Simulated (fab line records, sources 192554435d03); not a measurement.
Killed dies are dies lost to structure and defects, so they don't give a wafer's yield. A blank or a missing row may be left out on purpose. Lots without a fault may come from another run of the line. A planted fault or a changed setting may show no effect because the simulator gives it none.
Which tool did it? | flow n5_finfet | 10 lots, 30 wafers sampled, at 5 steps of a route of 1938

WHAT THE GAUGES READ, wafer by wafer
The record holds no reading of a measuring or inspecting step that can be judged against a usual standard deviation.

WHICH TOOL RAN EACH LOT (tool, then ch and the chambers of the sampled wafers, then the start)
lot  | N5_BEOL_M11_DESCUM_33              | N5_BEOL_M11_STRIP_36               | N5_BEOL_M11_ETCH_41                | N5_BEOL_M11_PRE_CLEAN_45     | N5_PASSIVATION_PROBE_49
L159 | rie_diel-06 ch 0,1,2, day 9 18:40  | rie_diel-06 ch 0,1,2, day 9 18:56  | rie_diel-06 ch 0,1,2, day 9 19:01  | pvd_sputter-02, day 9 19:43  | prober-02, day 11 11:57
L162 | rie_diel-06 ch 0,1, day 10 13:17   | rie_diel-06 ch 0,1, day 10 13:34   | rie_diel-06 ch 0,1, day 10 13:38   | pvd_sputter-01, day 10 16:05 | -
L164 | rie_diel-04 ch 0,1,3, day 10 23:13 | rie_diel-04 ch 0,1,3, day 10 23:29 | rie_diel-04 ch 0,1,3, day 10 23:34 | pvd_sputter-01, day 11 00:28 | -
L166 | rie_diel-06 ch 0,1,2, day 11 18:46 | rie_diel-06 ch 0,1,2, day 11 19:03 | rie_diel-06 ch 0,1,2, day 11 19:08 | pvd_sputter-01, day 11 20:20 | prober-02, day 13 15:20
L167 | rie_diel-04 ch 0,2,3, day 12 03:32 | rie_diel-04 ch 0,2,3, day 12 03:49 | rie_diel-04 ch 0,2,3, day 12 03:53 | pvd_sputter-02, day 12 04:37 | prober-01, day 14 03:17
L168 | rie_diel-06 ch 1,2, day 12 11:01   | rie_diel-06 ch 1,2, day 12 11:17   | rie_diel-06 ch 1,2, day 12 11:22   | pvd_sputter-03, day 12 12:21 | prober-02, day 14 05:03
L171 | rie_diel-04 ch 2,3, day 12 19:37   | rie_diel-04 ch 2,3, day 12 19:53   | rie_diel-04 ch 2,3, day 12 19:58   | pvd_sputter-02, day 12 22:57 | -
L173 | rie_diel-04 ch 2,3, day 13 20:36   | rie_diel-04 ch 2,3, day 13 20:52   | rie_diel-04 ch 2,3, day 13 20:57   | pvd_sputter-02, day 13 22:20 | -
L177 | rie_diel-04 ch 0,1,2, day 14 13:41 | rie_diel-04 ch 0,1,2, day 14 13:57 | rie_diel-04 ch 0,1,2, day 14 14:02 | pvd_sputter-02, day 14 15:08 | prober-02, day 16 03:46
L182 | rie_diel-02 ch 0,2,3, day 16 04:55 | rie_diel-02 ch 0,2,3, day 16 05:11 | rie_diel-02 ch 0,2,3, day 16 05:16 | pvd_sputter-03, day 16 06:13 | prober-02, day 17 16:57
- N5_BEOL_M11_DESCUM_33: chemistry O2, time 7.9 s.
- N5_BEOL_M11_STRIP_36: strips in N2/H2.
- N5_BEOL_M11_ETCH_41: etches SiCN in CH3F/O2, target depth 42.6 nm, time 86 s.
- N5_BEOL_M11_PRE_CLEAN_45: time 30 s.
- N5_PASSIVATION_PROBE_49

WHAT THE TOOLS THEMSELVES READ (means of the sampled wafers that have a number; where no wafer has one, the mark that the record gives instead)
N5_BEOL_M11_DESCUM_33. Usual: drypump_motor_current_A 5.9 A, standard deviation 0.35; oes_product_au 0.74 a.u., standard deviation 0.072; rf_vpp_V 242.8 V, standard deviation 1.4; showerhead_plenum_p_Torr 2.06 Torr, standard deviation 0.069; throttle_valve_pct 20.51 %, standard deviation 0.17.
lot  | tool        | drypump_motor_current_A (A) | oes_product_au (a.u.) | rf_vpp_V (V) | showerhead_plenum_p_Torr (Torr) | throttle_valve_pct (%) | flag
L159 | rie_diel-06 | 6.0                         | 0.73                  | 242.4        | 2.02                            | 20.57                  |
L162 | rie_diel-06 | 6.0                         | 0.71                  | 241.1        | 2.01                            | 20.61                  |
L164 | rie_diel-04 | 6.0                         | 0.71                  | 243.6        | 2.13                            | 20.54                  |
L166 | rie_diel-06 | 6.0                         | 0.73                  | 242.6        | 2.02                            | 20.61                  |
L167 | rie_diel-04 | 5.9                         | 0.72                  | 243.2        | 2.10                            | 20.57                  |
L168 | rie_diel-06 | 6.0                         | 0.73                  | 242.2        | 2.03                            | 20.60                  |
L171 | rie_diel-04 | 5.6                         | 0.72                  | 244.0        | 2.13                            | 20.39                  |
L173 | rie_diel-04 | 5.6                         | 0.72                  | 243.1        | 2.13                            | 20.40                  |
L177 | rie_diel-04 | 6.0                         | 0.88                  | 243.1        | 2.09                            | 20.35                  |
L182 | rie_diel-02 | 5.9                         | 0.75                  | 242.5        | 2.06                            | 20.44                  |

N5_BEOL_M11_STRIP_36. Usual: drypump_motor_current_A 5.9 A, standard deviation 0.35; oes_product_au 0.74 a.u., standard deviation 0.071; rf_vpp_V 59.2 V, standard deviation 1.7; showerhead_plenum_p_Torr 2.51 Torr, standard deviation 0.087; throttle_valve_pct 23.76 %, standard deviation 0.22.
lot  | tool        | drypump_motor_current_A (A) | oes_product_au (a.u.) | rf_vpp_V (V) | showerhead_plenum_p_Torr (Torr) | throttle_valve_pct (%) | flag
L159 | rie_diel-06 | 6.0                         | 0.74                  | 58.0         | 2.45                            | 23.78                  |
L162 | rie_diel-06 | 6.0                         | 0.71                  | 59.4         | 2.44                            | 23.92                  |
L164 | rie_diel-04 | 6.0                         | 0.70                  | 58.9         | 2.58                            | 23.62                  |
L166 | rie_diel-06 | 6.0                         | 0.73                  | 59.3         | 2.45                            | 23.79                  |
L167 | rie_diel-04 | 5.9                         | 0.71                  | 60.4         | 2.55                            | 23.75                  |
L168 | rie_diel-06 | 5.9                         | 0.74                  | 60.0         | 2.45                            | 23.67                  |
L171 | rie_diel-04 | 5.6                         | 0.73                  | 59.9         | 2.59                            | 23.67                  |
L173 | rie_diel-04 | 5.6                         | 0.72                  | 58.9         | 2.59                            | 23.66                  |
L177 | rie_diel-04 | 6.0                         | 0.87                  | 58.3         | 2.53                            | 23.55                  |
L182 | rie_diel-02 | 5.9                         | 0.75                  | 59.6         | 2.50                            | 23.72                  |

N5_BEOL_M11_ETCH_41. Usual: drypump_motor_current_A 5.9 A, standard deviation 0.34; oes_product_au 0.75 a.u., standard deviation 0.073; rf_vpp_V 296.8 V, standard deviation 1.5; run_length_s 109.4 s, standard deviation 0.52; showerhead_plenum_p_Torr 1.97 Torr, standard deviation 0.064; throttle_valve_pct 16.43 %, standard deviation 0.17.
lot  | tool        | drypump_motor_current_A (A) | oes_product_au (a.u.) | rf_vpp_V (V) | run_length_s (s) | showerhead_plenum_p_Torr (Torr) | throttle_valve_pct (%) | flag
L159 | rie_diel-06 | 5.9                         | 0.74                  | 295.9        | 109.6            | 1.94                            | 16.51                  |
L162 | rie_diel-06 | 6.0                         | 0.72                  | 295.1        | 110.2            | 1.92                            | 16.51                  |
L164 | rie_diel-04 | 6.0                         | 0.71                  | 298.4        | 109.4            | 2.02                            | 16.39                  |
L166 | rie_diel-06 | 5.9                         | 0.73                  | 295.8        | 109.8            | 1.93                            | 16.54                  |
L167 | rie_diel-04 | 5.9                         | 0.72                  | 297.3        | 109.2            | 2.00                            | 16.44                  |
L168 | rie_diel-06 | 5.9                         | 0.74                  | 297.1        | 109.1            | 1.94                            | 16.55                  |
L171 | rie_diel-04 | 5.6                         | 0.72                  | 297.9        | 109.4            | 2.03                            | 16.31                  |
L173 | rie_diel-04 | 5.6                         | 0.72                  | 297.6        | 109.4            | 2.03                            | 16.34                  |
L177 | rie_diel-04 | 6.0                         | 0.89                  | 297.5        | 110.9            | 1.99                            | 16.16                  |
L182 | rie_diel-02 | 5.9                         | 0.74                  | 295.6        | 109.7            | 1.97                            | 16.39                  |

N5_BEOL_M11_PRE_CLEAN_45. Usual: heater_power_w 345 W, standard deviation 28.
lot  | tool           | heater_power_w (W) | flag
L159 | pvd_sputter-02 | 331                |
L162 | pvd_sputter-01 | 378                |
L164 | pvd_sputter-01 | 355                |
L166 | pvd_sputter-01 | 373                |
L167 | pvd_sputter-02 | 346                |
L168 | pvd_sputter-03 | 346                |
L171 | pvd_sputter-02 | 339                |
L173 | pvd_sputter-02 | 340                |
L177 | pvd_sputter-02 | 323                |
L182 | pvd_sputter-03 | 325                |

N5_PASSIVATION_PROBE_49. Usual: defect_limited_yield 91.6 %, standard deviation 1.4; killed_at_M0_to_M3 34, standard deviation 8.9; killed_at_M4_up 13, standard deviation 5; killed_at_contacts 12, standard deviation 7; killed_at_front_end 38, standard deviation 11; killed_at_other 3.2, standard deviation 2.9; killed_dies 99, standard deviation 16; killed_open 65, standard deviation 13; killed_short 32, standard deviation 7.6; sort_bin_4_leakage 0.00 %, standard deviation 0.012; sort_bin_5_function 5.0 %, standard deviation 0.9; sort_bin_6_memory 3.1 %, standard deviation 0.65; sort_bin_8_speed 0.0 %, standard deviation 0.4; sort_n_pass 1081, standard deviation 16; sort_yield_pct 91.6 %, standard deviation 1.4.
lot  | tool      | defect_limited_yield (%) | killed_at_M0_to_M3 | killed_at_M4_up | killed_at_contacts | killed_at_front_end | killed_at_other | killed_dies | killed_open | killed_short | sort_bin_4_leakage (%) | sort_bin_5_function (%) | sort_bin_6_memory (%) | sort_bin_8_speed (%) | sort_n_pass | sort_yield_pct (%) | flag
L159 | prober-02 | 91.1                     | 44                 | 16              | 8                  | 36                  | 1.7             | 105         | 67          | 33           | 0.00                   | 5.4                     | 3.1                   | 0.0                  | 1075        | 91.1               |
L166 | prober-02 | 92.5                     | 41                 | 8               | 7                  | 28                  | 5.3             | 89          | 60          | 29           | 0.00                   | 4.5                     | 2.8                   | 0.0                  | 1091        | 92.5               |
L167 | prober-01 | 90.2                     | 28                 | 14              | 15                 | 53                  | 5.3             | 115         | 81          | 34           | 0.00                   | 5.5                     | 3.8                   | 0.0                  | 1065        | 90.2               |
L168 | prober-02 | 92.0                     | 27                 | 11              | 10                 | 40                  | 6.7             | 94          | 59          | 35           | 0.00                   | 4.7                     | 2.9                   | 0.0                  | 1086        | 92.0               |
L177 | prober-02 | 91.8                     | 33                 | 15              | 8                  | 35                  | 5.3             | 97          | 64          | 32           | 0.03                   | 5.1                     | 2.8                   | 0.0                  | 1083        | 91.8               |
L182 | prober-02 | 92.9                     | 35                 | 9               | 9                  | 30                  | 0.7             | 84          | 55          | 27           | 0.00                   | 4.5                     | 2.5                   | 0.0                  | 1095        | 92.8               |

THE ANSWER, worked out from the rows above alone
Rule: a lot is off if the mean of its wafers that have a number lies more than 3 standard deviations from the usual mean. A lot without any number at a reading at which 4 lots or more have one is off too. The other lots that the step has rows for count as sound. The gauges are gone through in route order, then the tools' own readings, and for those a lot's mean is taken as printed above. The first step at which some lot is off is used, and at that step the reading that is off furthest; a lot without a number counts as furthest.
No lot is off at any reading shown: from this, nothing can be told.

WHAT THE SIMULATOR HAD PUT IN
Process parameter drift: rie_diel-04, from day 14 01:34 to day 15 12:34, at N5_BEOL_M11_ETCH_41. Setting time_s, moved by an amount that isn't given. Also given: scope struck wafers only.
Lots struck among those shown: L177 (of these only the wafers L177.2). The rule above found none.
